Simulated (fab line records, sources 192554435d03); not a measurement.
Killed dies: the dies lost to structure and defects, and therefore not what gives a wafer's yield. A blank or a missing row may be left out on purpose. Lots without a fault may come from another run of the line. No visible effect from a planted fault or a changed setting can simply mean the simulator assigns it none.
Split-lot trial :: flow n5-finfet :: on a route of 1938 steps: 7 lots, 39 wafers read

## SPLIT DETAILS
At N5_PMOS_HMC_CHANNEL_EPI_EPI_20 (deposits SiGe30, target thk 59 nm), the setting temp-c was moved away from the recipe's 600 C on 15 of the 39 wafers read, by +0.4% to +0.9%. This setting was run at the recipe's value on the other wafers.

The split's own step is where the reading is taken.

## THE READING
SiGe30_of_PMOS_HMC_CHANNEL_EPI_EPI_20.thk-nm (the simulator's own value, which no gauge read), in nm, at N5_PMOS_HMC_CHANNEL_EPI_EPI_20 (deposits SiGe30, target thk 59 nm). The file gives no usual value for it. The 24 wafers here that ran the recipe average 58.63 nm, standard deviation 0.79 nm.

wafer: L079.1
tool, chamber at the split: epi-rpcvd-01, 0
temp-c as run, C: 600
against the recipe: recipe
SiGe30_of_PMOS_HMC_CHANNEL_EPI_EPI_20.thk-nm, nm: 57.76
against lot-mates on the recipe: -

wafer: L079.2
tool, chamber at the split: epi-rpcvd-01, 0
temp-c as run, C: 600
against the recipe: recipe
SiGe30_of_PMOS_HMC_CHANNEL_EPI_EPI_20.thk-nm, nm: 58.26
against lot-mates on the recipe: -

wafer: L079.3
tool, chamber at the split: epi-rpcvd-01, 0
temp-c as run, C: 600
against the recipe: recipe
SiGe30_of_PMOS_HMC_CHANNEL_EPI_EPI_20.thk-nm, nm: 58.25
against lot-mates on the recipe: -

wafer: L080.1
tool, chamber at the split: epi-rpcvd-03, 0
temp-c as run, C: 600
against the recipe: recipe
SiGe30_of_PMOS_HMC_CHANNEL_EPI_EPI_20.thk-nm, nm: 59.59
against lot-mates on the recipe: -

wafer: L080.2
tool, chamber at the split: epi-rpcvd-03, 0
temp-c as run, C: 600
against the recipe: recipe
SiGe30_of_PMOS_HMC_CHANNEL_EPI_EPI_20.thk-nm, nm: 59.79
against lot-mates on the recipe: -

wafer: L080.3
tool, chamber at the split: epi-rpcvd-03, 0
temp-c as run, C: 603.5
against the recipe: +0.6%
SiGe30_of_PMOS_HMC_CHANNEL_EPI_EPI_20.thk-nm, nm: 62.87
against lot-mates on the recipe: +3.33

wafer: L080.4
tool, chamber at the split: epi-rpcvd-03, 0
temp-c as run, C: 600
against the recipe: recipe
SiGe30_of_PMOS_HMC_CHANNEL_EPI_EPI_20.thk-nm, nm: 59.25
against lot-mates on the recipe: -

wafer: L080.5
tool, chamber at the split: epi-rpcvd-03, 0
temp-c as run, C: 603.5
against the recipe: +0.6%
SiGe30_of_PMOS_HMC_CHANNEL_EPI_EPI_20.thk-nm, nm: 63.24
against lot-mates on the recipe: +3.70

wafer: L080.6
tool, chamber at the split: epi-rpcvd-03, 0
temp-c as run, C: 603.5
against the recipe: +0.6%
SiGe30_of_PMOS_HMC_CHANNEL_EPI_EPI_20.thk-nm, nm: 62.41
against lot-mates on the recipe: +2.87

wafer: L081.1
tool, chamber at the split: epi-rpcvd-02, 0
temp-c as run, C: 600
against the recipe: recipe
SiGe30_of_PMOS_HMC_CHANNEL_EPI_EPI_20.thk-nm, nm: 57.23
against lot-mates on the recipe: -

wafer: L081.2
tool, chamber at the split: epi-rpcvd-02, 0
temp-c as run, C: 605.5
against the recipe: +0.9%
SiGe30_of_PMOS_HMC_CHANNEL_EPI_EPI_20.thk-nm, nm: 64.67
against lot-mates on the recipe: +6.88

wafer: L081.3
tool, chamber at the split: epi-rpcvd-02, 0
temp-c as run, C: 605.5
against the recipe: +0.9%
SiGe30_of_PMOS_HMC_CHANNEL_EPI_EPI_20.thk-nm, nm: 64.15
against lot-mates on the recipe: +6.36

wafer: L081.4
tool, chamber at the split: epi-rpcvd-02, 0
temp-c as run, C: 605.5
against the recipe: +0.9%
SiGe30_of_PMOS_HMC_CHANNEL_EPI_EPI_20.thk-nm, nm: 64.98
against lot-mates on the recipe: +7.19

wafer: L081.5
tool, chamber at the split: epi-rpcvd-02, 0
temp-c as run, C: 600
against the recipe: recipe
SiGe30_of_PMOS_HMC_CHANNEL_EPI_EPI_20.thk-nm, nm: 58.27
against lot-mates on the recipe: -

wafer: L081.6
tool, chamber at the split: epi-rpcvd-02, 0
temp-c as run, C: 600
against the recipe: recipe
SiGe30_of_PMOS_HMC_CHANNEL_EPI_EPI_20.thk-nm, nm: 57.87
against lot-mates on the recipe: -

wafer: L082.1
tool, chamber at the split: epi-rpcvd-01, 0
temp-c as run, C: 602.3
against the recipe: +0.4%
SiGe30_of_PMOS_HMC_CHANNEL_EPI_EPI_20.thk-nm, nm: 60.28
against lot-mates on the recipe: +1.97

wafer: L082.2
tool, chamber at the split: epi-rpcvd-01, 0
temp-c as run, C: 600
against the recipe: recipe
SiGe30_of_PMOS_HMC_CHANNEL_EPI_EPI_20.thk-nm, nm: 58.69
against lot-mates on the recipe: -

wafer: L082.3
tool, chamber at the split: epi-rpcvd-01, 0
temp-c as run, C: 600
against the recipe: recipe
SiGe30_of_PMOS_HMC_CHANNEL_EPI_EPI_20.thk-nm, nm: 57.47
against lot-mates on the recipe: -

wafer: L082.4
tool, chamber at the split: epi-rpcvd-01, 0
temp-c as run, C: 600
against the recipe: recipe
SiGe30_of_PMOS_HMC_CHANNEL_EPI_EPI_20.thk-nm, nm: 58.77
against lot-mates on the recipe: -

wafer: L082.5
tool, chamber at the split: epi-rpcvd-01, 0
temp-c as run, C: 602.3
against the recipe: +0.4%
SiGe30_of_PMOS_HMC_CHANNEL_EPI_EPI_20.thk-nm, nm: 60.23
against lot-mates on the recipe: +1.92

wafer: L082.6
tool, chamber at the split: epi-rpcvd-01, 0
temp-c as run, C: 602.3
against the recipe: +0.4%
SiGe30_of_PMOS_HMC_CHANNEL_EPI_EPI_20.thk-nm, nm: 60.71
against lot-mates on the recipe: +2.40

wafer: L089.1
tool, chamber at the split: epi-rpcvd-02, 0
temp-c as run, C: 600
against the recipe: recipe
SiGe30_of_PMOS_HMC_CHANNEL_EPI_EPI_20.thk-nm, nm: 58.9
against lot-mates on the recipe: -

wafer: L089.2
tool, chamber at the split: epi-rpcvd-02, 0
temp-c as run, C: 600
against the recipe: recipe
SiGe30_of_PMOS_HMC_CHANNEL_EPI_EPI_20.thk-nm, nm: 58.86
against lot-mates on the recipe: -

wafer: L089.3
tool, chamber at the split: epi-rpcvd-02, 0
temp-c as run, C: 603.1
against the recipe: +0.5%
SiGe30_of_PMOS_HMC_CHANNEL_EPI_EPI_20.thk-nm, nm: 61.79
against lot-mates on the recipe: +2.84

wafer: L089.4
tool, chamber at the split: epi-rpcvd-02, 0
temp-c as run, C: 600
against the recipe: recipe
SiGe30_of_PMOS_HMC_CHANNEL_EPI_EPI_20.thk-nm, nm: 59.1
against lot-mates on the recipe: -

wafer: L089.5
tool, chamber at the split: epi-rpcvd-02, 0
temp-c as run, C: 603.1
against the recipe: +0.5%
SiGe30_of_PMOS_HMC_CHANNEL_EPI_EPI_20.thk-nm, nm: 61.83
against lot-mates on the recipe: +2.88

wafer: L089.6
tool, chamber at the split: epi-rpcvd-02, 0
temp-c as run, C: 603.1
against the recipe: +0.5%
SiGe30_of_PMOS_HMC_CHANNEL_EPI_EPI_20.thk-nm, nm: 62.26
against lot-mates on the recipe: +3.31

wafer: L090.1
tool, chamber at the split: epi-rpcvd-03, 0
temp-c as run, C: 600
against the recipe: recipe
SiGe30_of_PMOS_HMC_CHANNEL_EPI_EPI_20.thk-nm, nm: 59.24
against lot-mates on the recipe: -

wafer: L090.2
tool, chamber at the split: epi-rpcvd-03, 0
temp-c as run, C: 600
against the recipe: recipe
SiGe30_of_PMOS_HMC_CHANNEL_EPI_EPI_20.thk-nm, nm: 59.16
against lot-mates on the recipe: -

wafer: L090.3
tool, chamber at the split: epi-rpcvd-03, 0
temp-c as run, C: 600
against the recipe: recipe
SiGe30_of_PMOS_HMC_CHANNEL_EPI_EPI_20.thk-nm, nm: 59.98
against lot-mates on the recipe: -

wafer: L090.4
tool, chamber at the split: epi-rpcvd-03, 0
temp-c as run, C: 600
against the recipe: recipe
SiGe30_of_PMOS_HMC_CHANNEL_EPI_EPI_20.thk-nm, nm: 59.28
against lot-mates on the recipe: -

wafer: L090.5
tool, chamber at the split: epi-rpcvd-03, 0
temp-c as run, C: 600
against the recipe: recipe
SiGe30_of_PMOS_HMC_CHANNEL_EPI_EPI_20.thk-nm, nm: 59.53
against lot-mates on the recipe: -

wafer: L090.6
tool, chamber at the split: epi-rpcvd-03, 0
temp-c as run, C: 600
against the recipe: recipe
SiGe30_of_PMOS_HMC_CHANNEL_EPI_EPI_20.thk-nm, nm: 58.98
against lot-mates on the recipe: -

wafer: L097.1
tool, chamber at the split: epi-rpcvd-01, 0
temp-c as run, C: 600
against the recipe: recipe
SiGe30_of_PMOS_HMC_CHANNEL_EPI_EPI_20.thk-nm, nm: 57.83
against lot-mates on the recipe: -

wafer: L097.2
tool, chamber at the split: epi-rpcvd-01, 0
temp-c as run, C: 600
against the recipe: recipe
SiGe30_of_PMOS_HMC_CHANNEL_EPI_EPI_20.thk-nm, nm: 57.73
against lot-mates on the recipe: -

wafer: L097.3
tool, chamber at the split: epi-rpcvd-01, 0
temp-c as run, C: 604
against the recipe: +0.7%
SiGe30_of_PMOS_HMC_CHANNEL_EPI_EPI_20.thk-nm, nm: 62.18
against lot-mates on the recipe: +4.56

wafer: L097.4
tool, chamber at the split: epi-rpcvd-01, 0
temp-c as run, C: 604
against the recipe: +0.7%
SiGe30_of_PMOS_HMC_CHANNEL_EPI_EPI_20.thk-nm, nm: 62.78
against lot-mates on the recipe: +5.16

wafer: L097.5
tool, chamber at the split: epi-rpcvd-01, 0
temp-c as run, C: 600
against the recipe: recipe
SiGe30_of_PMOS_HMC_CHANNEL_EPI_EPI_20.thk-nm, nm: 57.29
against lot-mates on the recipe: -

wafer: L097.6
tool, chamber at the split: epi-rpcvd-01, 0
temp-c as run, C: 604
against the recipe: +0.7%
SiGe30_of_PMOS_HMC_CHANNEL_EPI_EPI_20.thk-nm, nm: 62.19
against lot-mates on the recipe: +4.57

THE FIT
A straight line over all 39 wafers: SiGe30_of_PMOS_HMC_CHANNEL_EPI_EPI_20.thk-nm changes by +6.34 nm for each +1% of temp-c; r = +0.94; the points scatter about the line by 0.72 nm.
The same after taking each lot's own level away (the mean of its wafers on the recipe; 39 wafers): +6.83 nm for each +1%; r = +0.98; scatter 0.46 nm.
According to that fit, moving temp-c by its largest amount changes the reading by 6.3 nm.
Across the lots, their own levels run from 57.617 to 59.543 nm, a range of 2.4 times the standard deviation given above.
Consequently the slope shifts little with the lot-to-lot level, the two slopes agreeing.
Check: for one of the wafers moved furthest among these (+0.9%), held out of the fit, the line's prediction against its lot-mates is +6.07 nm. It came out at +6.88 nm against them.

## THE FILE'S OWN FIT
SiGe30_of_PMOS_HMC_CHANNEL_EPI_EPI_20.thk-nm changes by +6.72 nm for each +1% of temp-c, r = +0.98.
